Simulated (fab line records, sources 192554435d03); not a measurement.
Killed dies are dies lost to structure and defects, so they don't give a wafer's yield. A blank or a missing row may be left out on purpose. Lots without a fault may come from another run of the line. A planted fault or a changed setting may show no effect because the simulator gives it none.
Problem report in the 8D (eight disciplines) form, filled by code | flow n5_finfet | the parts of the form that need people (team, actions taken, sign-off) are left out

1. THE PROBLEM
oes_product_au at N5_BEOL_M4_ETCH_41 reads a mean of 1.19 a.u. on 2 wafers of 2 lots; wafers without a fault read 0.82 a.u. with a standard deviation of 0.069. That is +5.4 standard deviations from the usual mean.
The step: etches SiCN in CH3F/O2, target depth 29.9 nm, time 52.5 s.
First seen on wafer L809.1, day 10 18:59, on rie_diel-04. The record holds 18 wafers of 6 lots with a number at this step. Rule for "out", or "out of limits": more than 4 standard deviations from the usual mean. The other wafers with a number count as sound.

2. WHAT IT IS AND WHAT IT IS NOT
question                    | is                | is not
which readings at this step | oes_product_au    | drypump_motor_current_A, rf_vpp_V, showerhead_plenum_p_Torr, throttle_valve_pct
which lots                  | L809, L810        | L801, L805, L815, L821
which wafers of those lots  | L809.1, L810.2    | L809.5, L809.6, L810.4, L810.6
read on which tools         | rie_diel-04       | rie_diel-02, rie_diel-05
when                        | from day 10 18:59 | up to then (8 sound wafers); but 8 sound wafers of L810, L815, L821 came after

3. SUSPECTS, AND WHAT RULES EACH OUT
Counting: a tool at a process step up to the reading stays a suspect if it ran every lot that is out. Sound lots after the first of them don't rule it out here, since some wafers of a struck lot are sound.
- rie_diel-04 at N5_BEOL_M4_VIA_ETCH_34 (etches the open film in C4F6/O2, target depth 69.4 nm, time 65.9 s): kept. It ran every lot that is out, first L809 (day 10 18:48); its last sound lot up to then is L801 (day 8 04:37).
- rie_diel-04 at N5_BEOL_M4_STRIP_36 (strips in N2/H2): kept. It ran every lot that is out, first L809 (day 10 18:53); its last sound lot up to then is L801 (day 8 04:41).
- rie_diel-04 at N5_BEOL_M4_TRENCH_ETCH_37 (etches SiOC in C4F6/O2, target depth 55.555 nm, time 29.2 s): kept. It ran every lot that is out, first L809 (day 10 18:59); its last sound lot up to then is L801 (day 8 04:45). N5_BEOL_M4_TRENCH_ETCH_37 gives no start for some lots, so the hours and the order of its lots are those of N5_BEOL_M4_ETCH_41.
- rie_diel-04 at N5_BEOL_M4_ETCH_41 (etches SiCN in CH3F/O2, target depth 29.9 nm, time 52.5 s): kept. It ran every lot that is out, first L809 (day 10 18:59); its last sound lot up to then is L801 (day 8 04:45). Its own readings are out on those wafers: oes_product_au.
Left after counting: rie_diel-04 at N5_BEOL_M4_VIA_ETCH_34, rie_diel-04 at N5_BEOL_M4_STRIP_36, rie_diel-04 at N5_BEOL_M4_TRENCH_ETCH_37, rie_diel-04 at N5_BEOL_M4_ETCH_41.

4. THE CAUSE (what the simulator had put in)
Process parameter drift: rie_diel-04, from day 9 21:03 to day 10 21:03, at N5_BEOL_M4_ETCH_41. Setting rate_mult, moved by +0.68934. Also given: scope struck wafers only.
Counting left 4 suspects, and this tool is among them.

5. THE CHAIN OF EFFECTS, in route order
Each row: a reading whose mean over the struck wafers that have a number lies more than 3 standard deviations from the usual. Only readings for which the record gives a usual standard deviation are gone through. hours: the time from each lot's start at the first step in this table that gives one to its start at this step, as a median over the lots. sigmas: the change in usual standard deviations.
hours | step               | reading        | usual     | on struck wafers | change | sigmas
0     | N5_BEOL_M4_ETCH_41 | oes_product_au | 0.82 a.u. | 1.19             | +0.37  | +5.4
The process steps in it:
- N5_BEOL_M4_ETCH_41: etches SiCN in CH3F/O2, target depth 29.9 nm, time 52.5 s.
Later measuring or inspecting steps at which every struck wafer that the step has a row for has a number for every such reading, and none has moved that far: N5_BEOL_M4_RC_MEAS_101.

6. WHAT WOULD HAVE CAUGHT IT SOONER
In this record the first reading out of limits was taken at day 10 18:59, 22 hours after the fault began at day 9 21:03.
